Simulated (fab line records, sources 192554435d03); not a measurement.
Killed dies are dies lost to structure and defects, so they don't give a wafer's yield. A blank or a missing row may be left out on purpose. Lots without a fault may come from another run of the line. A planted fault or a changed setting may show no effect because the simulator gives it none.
Chamber matching | flow n5_finfet | N5_STI_FIN_REVEAL_STRIP_24 on rie_diel-06: 4 sister chambers
The step strips in N2/H2, time 90 s. 4 wafers are shown with their chamber, then 9 later ones without.

WAFERS WITH THEIR CHAMBER
wafer  | chamber | drypump_motor_current_A (A)
L087.5 | 2       | 6.0
L087.6 | 3       | 4.9
L088.2 | 1       | 5.7
L088.5 | 0       | 6.8

WAFERS WITHOUT THEIR CHAMBER
wafer  | drypump_motor_current_A (A)
L094.2 | 5.7
L094.3 | 4.9
L094.4 | 4.9
L095.1 | 4.9
L095.3 | 5.9
L095.4 | 4.9
L096.2 | 6.0
L096.3 | 5.7
L096.6 | 5.7

WHICH CHAMBER EACH WENT THROUGH
wafer  | from the rows above | in truth
L094.2 | 1                   | 1
L094.3 | 3                   | 3
L094.4 | 3                   | 3
L095.1 | 3                   | 3
L095.3 | 2                   | 2
L095.4 | 3                   | 3
L096.2 | 2                   | 2
L096.3 | 1                   | 1
L096.6 | 1                   | 1
Placed correctly: 9 of 9. Can't be placed from these rows: 0. Placed wrongly: 0.
How it was worked out, from the rows above alone: a wafer's distance from a chamber is the root of the sum, over the readings, of the square of ((its reading less the chamber's mean) divided by the reading's scatter). The wafer belongs to the nearest chamber; if the next one is less than 2 further off, it can't be placed. A chamber's mean is the mean of its shown wafers. The scatter: with one shown wafer a chamber, the root of the mean of the squares of how far each hidden wafer lies from its nearest shown one.
